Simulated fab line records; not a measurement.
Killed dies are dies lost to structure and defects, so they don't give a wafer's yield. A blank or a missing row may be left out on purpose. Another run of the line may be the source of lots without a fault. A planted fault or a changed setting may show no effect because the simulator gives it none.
Chamber matching + flow nandHarc + 4 sister chambers for NHARC_P_CONTACT_STRIP_28 on rieDiel-01
The step strips in O2. 33 wafers are shown with their chamber, then 12 later ones without.

== WAFERS, EACH WITH ITS CHAMBER ==
| wafer  | chamber | showerheadPlenumPTorr (Torr) | oesProductAu (a.u.) | rfVppV (V) |
|--------|---------|------------------------------|---------------------|------------|
| L074.1 | 3       | 3.42                         | 1.021               | 57.7       |
| L074.3 | 0       | 3.55                         | 0.995               | 58.2       |
| L074.6 | 2       | 3.77                         | 0.986               | 58.4       |
| L075.3 | 2       | 3.77                         | 0.996               | 58.6       |
| L075.4 | 3       | 3.42                         | 1.018               | 58.4       |
| L075.5 | 1       | 3.40                         | 1.019               | 58.1       |
| L076.1 | 0       | 3.54                         | 1.017               | 58.6       |
| L076.3 | 2       | 3.77                         | 0.992               | 57.5       |
| L076.6 | 2       | 3.77                         | 0.988               | 57.6       |
| L078.1 | 1       | 3.40                         | 1.029               | 57.1       |
| L078.3 | 3       | 3.42                         | 1.029               | 57.6       |
| L078.5 | 0       | 3.54                         | 1.009               | 57.2       |
| L080.1 | 3       | 3.42                         | 0.999               | 58.0       |
| L080.4 | 2       | 3.76                         | 0.987               | 58.5       |
| L080.5 | 3       | 3.42                         | 0.999               | 57.2       |
| L082.3 | 1       | 3.40                         | 1.013               | 54.4       |
| L082.5 | 1       | 3.40                         | 1.011               | 57.6       |
| L082.6 | 3       | 3.42                         | 0.997               | 56.4       |
| L081.4 | 3       | 3.42                         | 0.995               | 57.9       |
| L081.5 | 1       | 3.40                         | 1.017               | 57.1       |
| L081.6 | 2       | 3.76                         | 0.995               | 57.6       |
| L084.1 | 1       | 3.40                         | 1.015               | 58.3       |
| L084.3 | 3       | 3.42                         | 1.008               | 59.2       |
| L084.6 | 3       | 3.42                         | 1.003               | 57.9       |
| L087.1 | 2       | 3.76                         | 0.977               | 56.5       |
| L087.3 | 1       | 3.39                         | 1.009               | 56.8       |
| L087.5 | 0       | 3.54                         | 0.978               | 58.8       |
| L090.1 | 2       | 3.76                         | 0.994               | 57.8       |
| L090.3 | 3       | 3.42                         | 0.998               | 57.7       |
| L090.6 | 1       | 3.39                         | 1.014               | 57.4       |
| L091.3 | 3       | 3.42                         | 1.002               | 58.1       |
| L091.4 | 1       | 3.39                         | 1.011               | 58.0       |
| L091.5 | 2       | 3.76                         | 0.998               | 59.6       |

SIGNATURES (means of the wafers above)
| reading               | chamber 0 | chamber 1 | chamber 2 | chamber 3 | scatter within a chamber |
|-----------------------|-----------|-----------|-----------|-----------|--------------------------|
| showerheadPlenumPTorr | 3.5425    | 3.3967    | 3.7644    | 3.4200    | 0.00414                  |
| oesProductAu          | 0.99975   | 1.01533   | 0.99033   | 1.00627   | 0.00982                  |
| rfVppV                | 58.200    | 57.200    | 58.011    | 57.827    | 0.899                    |
Rule: a wafer lies at a distance from a chamber equal to the root of the sum of squares, over the readings, of (its reading less the chamber's mean, divided by the reading's scatter). The wafer belongs to the nearest chamber; if the next one is less than 2 further off, it can't be placed. How the scatter is found: for the shown wafers, subtract from each reading the mean of its chamber, square and add these, divide the total by (wafers less chambers), then take the root.

== WAFERS MISSING THEIR CHAMBER ==
| wafer  | showerheadPlenumPTorr (Torr) | oesProductAu (a.u.) | rfVppV (V) |
|--------|------------------------------|---------------------|------------|
| L093.4 | 3.42                         | 1.005               | 56.8       |
| L093.5 | 3.54                         | 0.984               | 58.3       |
| L093.6 | 3.42                         | 1.018               | 57.3       |
| L092.2 | 3.39                         | 1.016               | 58.8       |
| L092.3 | 3.54                         | 0.997               | 57.7       |
| L092.5 | 3.76                         | 0.993               | 59.6       |
| L095.1 | 3.39                         | 1.025               | 57.5       |
| L095.2 | 3.42                         | 1.008               | 57.6       |
| L095.4 | 3.54                         | 0.993               | 57.3       |
| L096.3 | 3.42                         | 1.001               | 56.4       |
| L096.5 | 3.76                         | 0.994               | 58.1       |
| L096.6 | 3.39                         | 1.005               | 57.7       |

== EACH ONE'S CHAMBER ==
| wafer  | from the rows above | in truth |
|--------|---------------------|----------|
| L093.4 | 3                   | 3        |
| L093.5 | 0                   | 0        |
| L093.6 | 3                   | 3        |
| L092.2 | 1                   | 1        |
| L092.3 | 0                   | 0        |
| L092.5 | 2                   | 2        |
| L095.1 | 1                   | 1        |
| L095.2 | 3                   | 3        |
| L095.4 | 0                   | 0        |
| L096.3 | 3                   | 3        |
| L096.5 | 2                   | 2        |
| L096.6 | 1                   | 1        |
Correct placement for 12 of the 12. Not placeable from these rows: 0. Placed wrongly: 0.
